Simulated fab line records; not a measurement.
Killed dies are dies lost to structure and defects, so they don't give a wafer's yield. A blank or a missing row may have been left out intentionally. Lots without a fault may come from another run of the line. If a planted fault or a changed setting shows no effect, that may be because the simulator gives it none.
Comparing a struck lot with a sound one :: flow nand harc :: 12 steps out of a route of 1159
Sound: these wafers, L805.1, L805.2, L805.5. The struck wafers were L818.3, L818.4, L818.6. The cause is given at the end.
Each step with rows lists, per side, the tool, then ch with its chambers, then its first start. Under that, the readings that differ: sound wafers :: struck wafers :: difference of the means :: sigmas: that difference in standard deviations of wafers without a fault.
alike: readings whose means differ by less than 2 such deviations, and words and numbers that are the same on both sides. not compared: withheld readings, readings that some wafer has no value for, bounds like >300 that may hide the same value, and numbers for which the record gives no deviation and whose values overlap.
A row with sigmas, a row that says differs or no value, or rows on one side alone: a step with any of these is where the two part. When numbers do not overlap yet have no deviation, they are printed without sigmas and do not part them. Lack of a reading on every wafer of one side parts them only where that side has two or more wafers.

first, 2 steps without rows for these wafers: NHARC_A_STAIRCASE_TRIM_191 (chemistry O2, time 211.2 s); NHARC_A_STAIRCASE_ETCH_192 (etches the open film in C4F8/O2, target depth 100 nm, time 40.5 s).
NHARC_A_STAIRCASE_TRIM_193: chemistry O2, time 211.2 s.
  sound on rie diel-03 ch 2,3; struck on rie diel-03 ch 0,2,3
  alike: drypump motor current A, o2 flow sccm, oes product au, rf vpp V, showerhead plenum p Torr, throttle valve pct
  not compared: rf hours counter h
then, 1 step without rows for these wafers: NHARC_A_STAIRCASE_ETCH_194 (etches the open film in C4F8/O2, target depth 100 nm, time 40.5 s).
NHARC_A_STAIRCASE_TRIM_196: chemistry O2, time 211.2 s.
  sound on rie diel-11 ch 0,2, day 11 14:33; struck on rie diel-02 ch 2,3, day 15 01:08
  alike: drypump motor current A, o2 flow sccm, oes product au, rf vpp V, showerhead plenum p Torr, throttle valve pct
  not compared: rf hours counter h
NHARC_A_STAIRCASE_ETCH_197: etches the open film in C4F8/O2, target depth 100 nm, time 40.5 s.
  sound on rie diel-11 ch 0,1,3; struck on rie diel-02 ch 0,2,3
  alike: oes product au, rf vpp V, run length s
  not compared: rf hours counter h
NHARC_A_STAIRCASE_TRIM_198: chemistry O2, time 211.2 s.
  sound on rie diel-11 ch 2,3; struck on rie diel-02 ch 0,1
  alike: drypump motor current A, o2 flow sccm, oes product au, rf vpp V, showerhead plenum p Torr, throttle valve pct
  not compared: rf hours counter h
then, 2 steps without rows for these wafers: NHARC_A_STAIRCASE_ETCH_199 (etches the open film in C4F8/O2, target depth 100 nm, time 40.5 s); NHARC_A_STAIRCASE_TRIM_200 (chemistry O2, time 211.2 s).
NHARC_A_STAIRCASE_ETCH_201: etches the open film in C4F8/O2, target depth 100 nm, time 40.5 s.
  sound on rie diel-11 ch 0,1,2; struck on rie diel-02 ch 1,3
  alike: oes product au, rf vpp V, run length s
  not compared: rf hours counter h
then, 1 step without rows for these wafers: NHARC_A_STAIRCASE_TRIM_202 (chemistry O2, time 211.2 s).
NHARC_A_STAIRCASE_ETCH_203: etches the open film in C4F8/O2, target depth 100 nm, time 40.5 s.
  sound on rie diel-11 ch 0,2,3, day 11 15:29; struck on rie diel-02 ch 0,2, day 15 02:02
reading: run length s (s)
sound: 62.0 61.9 61.9
struck: 50.2 50.3 50.6
difference: -11.6
sigmas: -37
  alike: oes product au, rf vpp V
  not compared: rf hours counter h

WHERE THEY PART
Within this record, at NHARC_A_STAIRCASE_ETCH_203 only.

WHY: what had been put in by the simulator
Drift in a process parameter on rie diel-02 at NHARC_A_STAIRCASE_ETCH_203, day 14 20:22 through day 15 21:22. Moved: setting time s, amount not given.
